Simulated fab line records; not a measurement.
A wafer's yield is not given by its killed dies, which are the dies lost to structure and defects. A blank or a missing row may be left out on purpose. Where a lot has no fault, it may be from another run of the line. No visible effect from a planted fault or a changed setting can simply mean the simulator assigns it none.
fab line records ; flow n5Finfet
[record] lots = 6; wafers = 18; lastDay = 19
route steps=1938 shown BEOL_M14@1758
lots that met no fault: from a run of the same line without faults
startH: hours from the record's first day to the start of the lot's first wafer shown ; waitH: how many hours have passed since the lot's step before this one ; " as in the row above ; L1.1+2: several wafers, shown together as one row ; - no value, or no start given ; * or withheld: withheld ; < > ~ a bound
route shown NAME@n: a module of which the file shows steps, and the number in the route of the first ; usual: mean and standard deviation over wafers with no fault ; same: alike in all rows ; chamber/n: place in a boat ; sites: each site's reading ; _std_site: standard deviation across them ; _edge_site: inner sites' mean taken away from outer sites' mean ; radiusMm: for every site, how far away it sits from the centre of the wafer ; mask NAME#n: copy n ; behind: tool/chamber where the wafer was last shaped ; hold: why the lot went on hold/how many hours it stayed there/how the hold came to an end ; device: the transistor (n, p or np) that didn't switch ; end of line: the tests these same wafers got at the end of their route ; a step with no rows: only its recipe ; killed: dies lost to structure and defects at the first sort, not the wafer's yield ; map: shows each die of a wafer: x if killed, . if not, _ if none is there
set.NAME: the setting as run; set.NAME@STEP: as run at that earlier step ; model.NAME: the simulator's own value behind a step, which no gauge read
certain route steps with their lots: each step a table, each wafer a row
services: when a tool's chamber went out of use (startH, in hours from the record's first day, below 0 if earlier), for how many hours, and the reason
[[steps]]
[step N5_BEOL_M14_PRECLEAN_39]
[recipe] chemistry = residueRemover; timeS = 60; tempC = 40
[step N5_BEOL_M14_SRD_40]
[recipe] timeS = 30; tempC = 23; rinseLiquid = diw; dry = n2Spin; spinRpm = 1500; dryTimeS = 30
[step N5_BEOL_M14_DEGAS_41]
[recipe] ambient = vacuum; tempC = 300; timeS = 60
[usual] heaterPowerW = 461/49
lot.wafer;tool;chamber;startH;waitH;heaterPowerW
L957.3;pvdSputter-02;-;350.87;0.3;460
L957.4;pvdSputter-02;-;350.87;0.3;422
L957.5;pvdSputter-02;-;350.87;0.3;544
L955.2;pvdSputter-03;-;351.61;0.4;417
L955.4;pvdSputter-03;-;351.61;0.4;456
L955.6;pvdSputter-03;-;351.61;0.4;478
L959.2;pvdSputter-03;-;367.59;1.9;491
L959.3;pvdSputter-03;-;367.59;1.9;462
L959.4;pvdSputter-03;-;367.59;1.9;409
L962.2;pvdSputter-02;-;368.28;0.3;416
L962.3;pvdSputter-02;-;368.28;0.3;544
L962.6;pvdSputter-02;-;368.28;0.3;556
L968.4;pvdSputter-01;-;417.87;0.3;510
L968.5;pvdSputter-01;-;417.87;0.3;442
L968.6;pvdSputter-01;-;417.87;0.3;414
L969.1;pvdSputter-01;-;425.17;0.1;508
L969.3;pvdSputter-01;-;425.17;0.1;443
L969.5;pvdSputter-01;-;425.17;0.1;441
[step N5_BEOL_M14_PRE_CLEAN_42]
[recipe] gas = H2/He; timeS = 30; tempC = 300
[usual] heaterPowerW = 460/49
lot.wafer;tool;chamber;startH;waitH;heaterPowerW
L957.3;pvdSputter-02;-;350.91;0.0;457
L957.4;pvdSputter-02;-;350.91;0.0;410
L957.5;pvdSputter-02;-;350.91;0.0;548
L955.2;pvdSputter-03;-;351.65;0.0;419
L955.4;pvdSputter-03;-;351.65;0.0;453
L955.6;pvdSputter-03;-;351.65;0.0;493
L959.2;pvdSputter-03;-;367.63;0.0;485
L959.3;pvdSputter-03;-;367.63;0.0;456
L959.4;pvdSputter-03;-;367.63;0.0;424
L962.2;pvdSputter-02;-;368.32;0.0;401
L962.3;pvdSputter-02;-;368.32;0.0;559
L962.6;pvdSputter-02;-;368.32;0.0;547
L968.4;pvdSputter-01;-;417.91;0.0;498
L968.5;pvdSputter-01;-;417.91;0.0;436
L968.6;pvdSputter-01;-;417.91;0.0;396
L969.1;pvdSputter-01;-;425.21;0.0;506
L969.3;pvdSputter-01;-;425.21;0.0;440
L969.5;pvdSputter-01;-;425.21;0.0;453
[step N5_BEOL_M14_SPUTTER_43]
[recipe] material = TaN; targetThkA = 150; tempC = 50; biasV = 168.6; powerW = 15000; chamberPressurePa = 0.12; timeS = 24.19
[usual] throttleValvePct = 30.0/1.1
lot.wafer;tool;chamber;startH;waitH;throttleValvePct
L957.3;pvdSputter-02;-;350.95;0.0;31.6
L957.4;pvdSputter-02;-;350.95;0.0;29.4
L957.5;pvdSputter-02;-;350.95;0.0;31.3
L955.2;pvdSputter-03;-;351.69;0.0;30.4
L955.4;pvdSputter-03;-;351.69;0.0;30.8
L955.6;pvdSputter-03;-;351.69;0.0;30.3
L959.2;pvdSputter-03;-;367.67;0.0;30.2
L959.3;pvdSputter-03;-;367.67;0.0;30.8
L959.4;pvdSputter-03;-;367.67;0.0;30.6
L962.2;pvdSputter-02;-;368.36;0.0;29.3
L962.3;pvdSputter-02;-;368.36;0.0;31.4
L962.6;pvdSputter-02;-;368.36;0.0;31.4
L968.4;pvdSputter-01;-;417.95;0.0;29.4
L968.5;pvdSputter-01;-;417.95;0.0;30.5
L968.6;pvdSputter-01;-;417.95;0.0;29.9
L969.1;pvdSputter-01;-;425.25;0.0;29.2
L969.3;pvdSputter-01;-;425.25;0.0;30.7
L969.5;pvdSputter-01;-;425.25;0.0;30.8
[step N5_BEOL_M14_SPUTTER_44]
[recipe] material = Ta; targetThkA = 150; tempC = 50; biasV = 80; powerW = 15000; chamberPressurePa = 0.07; timeS = 24.19
[usual] throttleValvePct = 30.0/1.2
lot.wafer;tool;chamber;startH;waitH;throttleValvePct
L957.3;pvdSputter-02;-;351.03;0.0;31.6
L957.4;pvdSputter-02;-;351.03;0.0;29.3
L957.5;pvdSputter-02;-;351.03;0.0;31.7
L955.2;pvdSputter-03;-;351.77;0.0;30.5
L955.4;pvdSputter-03;-;351.77;0.0;30.8
L955.6;pvdSputter-03;-;351.77;0.0;30.1
L959.2;pvdSputter-03;-;367.75;0.0;29.9
L959.3;pvdSputter-03;-;367.75;0.0;30.8
L959.4;pvdSputter-03;-;367.75;0.0;30.6
L962.2;pvdSputter-02;-;368.44;0.0;29.3
L962.3;pvdSputter-02;-;368.44;0.0;31.4
L962.6;pvdSputter-02;-;368.44;0.0;31.4
L968.4;pvdSputter-01;-;418.03;0.0;29.1
L968.5;pvdSputter-01;-;418.03;0.0;30.7
L968.6;pvdSputter-01;-;418.03;0.0;30.0
L969.1;pvdSputter-01;-;425.33;0.0;29.1
L969.3;pvdSputter-01;-;425.33;0.0;30.9
L969.5;pvdSputter-01;-;425.33;0.0;30.8
[step N5_BEOL_M14_SPUTTER_45]
[recipe] material = Cu; targetThkA = 1000; tempC = -20; biasV = 60; powerW = 26000; chamberPressurePa = 0.13; timeS = 16.67
[usual] throttleValvePct = 30.0/1.2
lot.wafer;tool;chamber;startH;waitH;throttleValvePct
L957.3;pvdSputter-02;-;351.11;0.0;31.7
L957.4;pvdSputter-02;-;351.11;0.0;29.1
L957.5;pvdSputter-02;-;351.11;0.0;31.5
L955.2;pvdSputter-03;-;351.85;0.0;30.5
L955.4;pvdSputter-03;-;351.85;0.0;30.7
L955.6;pvdSputter-03;-;351.85;0.0;30.2
L959.2;pvdSputter-03;-;367.83;0.0;30.0
L959.3;pvdSputter-03;-;367.83;0.0;31.3
L959.4;pvdSputter-03;-;367.83;0.0;30.9
L962.2;pvdSputter-02;-;368.52;0.0;29.1
L962.3;pvdSputter-02;-;368.52;0.0;31.7
L962.6;pvdSputter-02;-;368.52;0.0;31.3
L968.4;pvdSputter-01;-;418.11;0.0;29.0
L968.5;pvdSputter-01;-;418.11;0.0;30.7
L968.6;pvdSputter-01;-;418.11;0.0;30.2
L969.1;pvdSputter-01;-;425.41;0.0;29.0
L969.3;pvdSputter-01;-;425.41;0.0;30.7
L969.5;pvdSputter-01;-;425.41;0.0;30.7
[step N5_BEOL_M14_ECD_47]
[recipe] material = Cu; targetThkA = 12480
[step N5_BEOL_M14_ANNEAL_48]
[recipe] tempC = 225; timeS = 90; ambient = N2
[step N5_BEOL_M14_CMP_49]
[recipe] stopOn = SiO2; tOverpolishS = 5.2; downForcePsi = 2; platenRpm = 80; clearingPlatenDownForcePsi = 2; clearingPlatenRpm = 80; postCmpClean = cuAlkaline; targetThkNm = 560; clearingPlatenPadVelocityMS = 1.5917; padVelocityMS = 1.5917
[step N5_BEOL_M14_THK_MEAS_50]
[recipe] thkMeasGauge = xrf; reads = Cu_of_BEOL_M14_ECD_47
[usual] M14_THK = 554/8.1
lot.wafer;tool;chamber;startH;waitH;M14_THK[nm]
L957.3;filmMetro-02;-;352.06;-;546
L957.4;filmMetro-02;-;352.06;-;549
L957.5;filmMetro-02;-;352.06;-;554
L955.2;filmMetro-01;-;353.87;-;542
L955.4;filmMetro-01;-;353.87;-;556
L955.6;filmMetro-01;-;353.87;-;544
L959.2;filmMetro-01;-;369.10;-;559
L959.3;filmMetro-01;-;369.10;-;559
L959.4;filmMetro-01;-;369.10;-;556
L962.2;filmMetro-01;-;369.76;-;555
L962.3;filmMetro-01;-;369.76;-;535
L962.6;filmMetro-01;-;369.76;-;556
L968.4;filmMetro-01;-;420.14;-;539
L968.5;filmMetro-01;-;420.14;-;553
L968.6;filmMetro-01;-;420.14;-;554
L969.1;filmMetro-01;-;426.94;-;544
L969.3;filmMetro-01;-;426.94;-;558
L969.5;filmMetro-01;-;426.94;-;556
[step N5_BEOL_M14_PRE_CLEAN_52]
[recipe] gas = NH3; timeS = 15; tempC = withheld; rfPowerW = 300
[step N5_BEOL_M14_DEP_53]
[recipe] material = SiCN; targetThkA = 500; tempC = withheld; precursor = 3MS/NH3; pressureTorr = 3; rfW = 675; timeS = 17.8
[usual] showerheadPlenumPTorr = 4.168/0.023; throttleValvePct = 18.3/1.3
lot.wafer;tool;chamber;startH;waitH;showerheadPlenumPTorr;throttleValvePct;model.SiCN_of_BEOL_M14_DEP_53.thkNm
L957.3;pecvd-03;1;352.12;0.0;4.177;20.7;50
L957.4;pecvd-03;0;352.12;0.0;4.168;17.3;50.2
L957.5;pecvd-03;2;352.12;0.0;4.153;17.2;50
L955.2;pecvd-04;1;353.93;0.0;4.220;18.7;50.2
L955.4;pecvd-04;0;353.93;0.0;4.140;17.6;51.2
L955.6;pecvd-04;2;353.93;0.0;4.156;18.0;50.4
L959.2;pecvd-03;1;369.17;0.0;4.179;20.7;49.6
L959.3;pecvd-03;2;369.17;0.0;4.145;17.1;80.8
L959.4;pecvd-03;2;369.17;0.0;4.151;17.2;81.4
L962.2;pecvd-03;1;369.82;0.0;4.168;20.8;50.6
L962.3;pecvd-03;2;369.82;0.0;4.150;16.8;80
L962.6;pecvd-03;0;369.82;0.0;4.168;17.2;51.2
L968.4;pecvd-02;1;420.22;0.0;4.163;20.4;51
L968.5;pecvd-02;0;420.22;0.0;4.139;18.4;50.8
L968.6;pecvd-02;2;420.22;0.0;4.189;16.6;50.6
L969.1;pecvd-04;2;427.00;0.0;4.164;18.2;50.2
L969.3;pecvd-04;1;427.00;0.0;4.216;18.8;49.8
L969.5;pecvd-04;0;427.00;0.0;4.144;17.6;50.6
[step N5_BEOL_M14_RS_MEAS_54]
[recipe] thkMeasGauge = four-point-probe; reads = Cu_of_BEOL_M14_ECD_47+Ta_of_BEOL_M14_SPUTTER_44+TaN_of_BEOL_M14_SPUTTER_43
[usual] M14_RS = 0.0332/0.00048
lot.wafer;tool;chamber;startH;waitH;M14_RS[ohm/sq]
L957.3;filmMetro-02;-;352.19;0.1;0.0334
L957.4;filmMetro-02;-;352.19;0.1;0.0335
L957.5;filmMetro-02;-;352.19;0.1;0.0331
L955.2;filmMetro-02;-;354.00;0.1;0.0339
L955.4;filmMetro-02;-;354.00;0.1;0.0333
L955.6;filmMetro-02;-;354.00;0.1;0.0341
L959.2;filmMetro-02;-;369.23;0.1;0.0328
L959.3;filmMetro-02;-;369.23;0.1;0.0328
L959.4;filmMetro-02;-;369.23;0.1;0.0331
L962.2;filmMetro-02;-;369.89;0.1;0.0328
L962.3;filmMetro-02;-;369.89;0.1;0.0340
L962.6;filmMetro-02;-;369.89;0.1;0.0328
L968.4;filmMetro-01;-;420.27;0.0;0.0341
L968.5;filmMetro-01;-;420.27;0.0;0.0332
L968.6;filmMetro-01;-;420.27;0.0;0.0331
L969.1;filmMetro-01;-;427.07;0.0;0.0337
L969.3;filmMetro-01;-;427.07;0.0;0.0331
L969.5;filmMetro-01;-;427.07;0.0;0.0331
[[services]]
tool;chamber;startH;hours;kind
pecvd-02;1;333.33;8.4;repair
pecvd-04;0;344.39;3.6;repair
pvdSputter-01;-;415.17;1.8;repair
[[key]]
firstSign none at tools or gauges
[modelEffect] step = N5_BEOL_M14_DEP_53; value = SiCN_of_BEOL_M14_DEP_53.thkNm; without = 50.2; struck = 80.73
metAt N5_BEOL_M14_DEP_53
struckWafers L959.3,L959.4,L962.3
onsetBetween 352.12 369.17
[fault] kind = processParameterDrift; tool = pecvd-03; chamber = 2; onsetH = 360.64; steps = N5_BEOL_M14_DEP_53; channel = timeS; offset = *; shape = step; endH = 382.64; actsIn = *; stated = *
